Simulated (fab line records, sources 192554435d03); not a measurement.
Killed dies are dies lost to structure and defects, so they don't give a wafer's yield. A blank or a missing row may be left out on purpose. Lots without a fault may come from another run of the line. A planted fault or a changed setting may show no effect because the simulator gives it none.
Problem report in the 8D (eight disciplines) form, filled by code | flow n5_finfet | the parts of the form that need people (team, actions taken, sign-off) are left out

1. THE PROBLEM
h2_flow_sccm at N5_BEOL_M6_STRIP_36 reads a mean of 181.3 sccm on 1 wafer of 1 lot; wafers without a fault read 200.1 sccm with a standard deviation of 0.64. That is -29 standard deviations from the usual mean.
The step: strips in N2/H2.
First seen on wafer L263.6, day 12 20:38, on rie_diel-05. The record holds 30 wafers of 10 lots with a number at this step. Rule for "out", or "out of limits": more than 4 standard deviations from the usual mean. The other wafers with a number count as sound.

2. WHAT IT IS AND WHAT IT IS NOT
question                    | is                | is not
which readings at this step | h2_flow_sccm      | drypump_motor_current_A, oes_product_au, rf_vpp_V, showerhead_plenum_p_Torr, throttle_valve_pct
which lots                  | L263              | L249, L251, L252, L253, L255, L260, L264, L266, L269
which wafers of those lots  | L263.6            | L263.2, L263.4
read on which tools         | rie_diel-05       | rie_diel-01, rie_diel-03
when                        | from day 12 20:38 | up to then (20 sound wafers); but 9 sound wafers of L264, L266, L269 came after

3. SUSPECTS, AND WHAT RULES EACH OUT
Counting: a tool at a process step up to the reading stays a suspect if it ran every lot that is out. Sound lots after the first of them don't rule it out here, since some wafers of a struck lot are sound.
- rie_diel-05 at N5_BEOL_M6_DESCUM_33 (chemistry O2, time 7 s): kept. It ran the lot that is out, L263 (day 12 20:25); its last sound lot up to then is L253 (day 10 07:17).
- rie_diel-05 at N5_BEOL_M6_STRIP_36 (strips in N2/H2): kept. It ran the lot that is out, L263 (day 12 20:38); its last sound lot up to then is L253 (day 10 07:31). Its own readings are out on those wafers: h2_flow_sccm.
- Within rie_diel-05 at N5_BEOL_M6_DESCUM_33: the wafers that are out ran in chamber 2; their sound lot-mates ran in chamber 3.
- Within rie_diel-05 at N5_BEOL_M6_STRIP_36: the wafers that are out ran in chamber 2; their sound lot-mates ran in chamber 3.
Left after counting: rie_diel-05 at N5_BEOL_M6_DESCUM_33, rie_diel-05 at N5_BEOL_M6_STRIP_36.

4. THE CAUSE (what the simulator had put in)
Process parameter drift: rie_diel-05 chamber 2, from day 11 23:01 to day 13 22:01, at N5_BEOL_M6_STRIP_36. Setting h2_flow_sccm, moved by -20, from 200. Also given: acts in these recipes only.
Counting left 2 suspects, and this tool is among them.

5. THE CHAIN OF EFFECTS, in route order
Each row: a reading whose mean over the struck wafers that have a number lies more than 3 standard deviations from the usual. Only readings for which the record gives a usual standard deviation are gone through. hours: the time from each lot's start at the first step in this table that gives one to its start at this step, as a median over the lots. sigmas: the change in usual standard deviations.
hours | step                | reading      | usual      | on struck wafers | change | sigmas
0     | N5_BEOL_M6_STRIP_36 | h2_flow_sccm | 200.1 sccm | 181.3            | -18.8  | -29
The process steps in it:
- N5_BEOL_M6_STRIP_36: strips in N2/H2.

6. WHAT WOULD HAVE CAUGHT IT SOONER
In this record the first reading out of limits was taken at day 12 20:38, 22 hours after the fault began at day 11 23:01.
